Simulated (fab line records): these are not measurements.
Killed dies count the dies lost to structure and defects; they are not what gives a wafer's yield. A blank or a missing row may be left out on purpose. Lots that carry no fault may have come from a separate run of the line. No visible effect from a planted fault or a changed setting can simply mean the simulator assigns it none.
Matching of chambers -- flow n5 finfet -- N5_BEOL_M1_ILD_DEP_00 on pecvd-01 has 3 sister chambers
The step deposits SiOC from DEMS/O2, target thk 79 nm, time 15.3 s. 14 wafers are shown with their chamber, then 7 later ones without.

WAFERS, EACH WITH ITS CHAMBER
wafer,chamber,heater power w (W),showerhead vpp V (V),throttle valve pct (%)
L074.2,2,588,1440,11.7
L074.5,0,490,1350,12.6
L074.6,2,566,1439,11.7
L076.1,1,385,1344,11.4
L076.2,0,461,1369,12.4
L076.4,0,456,1357,12.7
L077.1,1,341,1338,11.6
L077.2,2,601,1433,11.9
L077.5,1,344,1365,11.5
L089.2,1,415,1378,11.6
L089.4,1,407,1339,11.9
L089.5,0,480,1371,12.6
L090.1,0,483,1379,12.5
L090.4,2,549,1454,11.9

SIGNATURES, as means of the wafers listed above
reading,chamber 0,chamber 1,chamber 2,scatter within a chamber
heater power w,474.00,378.40,576.00,25.7
showerhead vpp V,1365.20,1352.80,1441.50,13.6
throttle valve pct,12.560,11.600,11.800,0.145
Rule: a wafer's distance from a chamber is the root of the sum, over the readings, of the square of ((its reading less the chamber's mean) divided by the reading's scatter). If the next closest chamber is less than 2 further off than the closest, the wafer can't be placed; otherwise it belongs to the closest. How the scatter is found: for the shown wafers, subtract from each reading the mean of its chamber, square and add these, divide the total by (wafers less chambers), then take the root.

WAFERS WHOSE CHAMBER IS MISSING
wafer,heater power w (W),showerhead vpp V (V),throttle valve pct (%)
L090.5,496,1369,12.7
L091.1,410,1341,11.5
L091.4,464,1375,12.6
L091.6,611,1449,12.2
L095.1,554,1447,12.2
L095.2,460,1363,12.4
L095.4,339,1337,11.7

EACH ONE'S CHAMBER
wafer,from the rows above,in truth
L090.5,0,0
L091.1,1,1
L091.4,0,0
L091.6,2,2
L095.1,2,2
L095.2,0,0
L095.4,1,1
Correct placement for 7 of the 7. Number that these rows cannot place: 0. Number placed wrongly: 0.
